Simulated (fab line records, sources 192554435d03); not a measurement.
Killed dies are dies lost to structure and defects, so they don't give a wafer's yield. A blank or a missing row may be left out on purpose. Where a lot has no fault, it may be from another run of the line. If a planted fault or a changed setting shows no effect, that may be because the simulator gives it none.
The tool behind it: which one? | flow n5-finfet | 36 wafers from 12 lots sampled at 2 of the route's 1938 steps

WHAT THE GAUGES SHOWED, per wafer
N5_BEOL_M9_INSPECT_13: inspects for defects (brightfield).
lot  | measured     | on                | raw-defect-count
L075 | day 9 14:25  | defect-inspect-02 | 437 448 482
L077 | day 10 01:36 | defect-inspect-02 | 284 339 351
L079 | day 10 20:17 | defect-inspect-01 | 502 579 575
L081 | day 11 13:34 | defect-inspect-02 | 397 322 499
L083 | day 11 23:35 | defect-inspect-02 | 443 307 334
L085 | day 12 08:52 | defect-inspect-02 | 246 438 327
L088 | day 13 11:49 | defect-inspect-02 | 305 368 376
L090 | day 13 22:36 | defect-inspect-02 | 395 313 361
L092 | day 14 11:35 | defect-inspect-02 | 347 265 399
L094 | day 14 16:55 | defect-inspect-01 | 493 437 381
L093 | day 15 04:45 | defect-inspect-01 | 451 599 451
L097 | day 16 08:23 | defect-inspect-02 | 365 421 494

WHAT TOOL EACH LOT RAN ON (gives the tool, then ch and the chambers of the sampled wafers, and finally the start)
lot  | N5_BEOL_M9_PECVD_70
L075 | pecvd-02 ch 0,2, day 9 13:09
L077 | pecvd-03 ch 0,1, day 9 23:29
L079 | pecvd-03 ch 0,1, day 10 15:58
L081 | pecvd-04 ch 0,2, day 11 12:44
L083 | pecvd-04 ch 0,1,2, day 11 21:38
L085 | pecvd-03 ch 0,1, day 12 08:05
L088 | pecvd-03 ch 0,1, day 13 08:53
L090 | pecvd-03 ch 0,1,2, day 13 21:26
L092 | pecvd-03 ch 0,1, day 14 09:56
L094 | pecvd-03 ch 0,1, day 14 14:08
L093 | pecvd-02 ch 1,2, day 15 00:32
L097 | pecvd-03 ch 1,2, day 16 06:14
- N5_BEOL_M9_PECVD_70: deposits SiO2 from TEOS/O2, target thk 20 nm, time 22.7 s.

THE ANSWER, worked out from the rows above alone
Rule: what is usual is taken from the lots themselves. The widest of any qualifying gaps counts: lots, ordered by their means at a reading, are off when they make up no more than a third of the lots, leave a main group of 4 or more, and stand apart from it by 3 or more times the standard deviation of that group's means. Not used: any main group whose means are identical at the precision the tables above print for the reading. A lot without any number at a reading at which 4 lots or more have one is off too. Where the step has rows for the other lots, those lots are counted as sound.
No lot is off at any reading shown: from this, nothing can be told.

WHAT WAS PUT IN BY THE SIMULATOR
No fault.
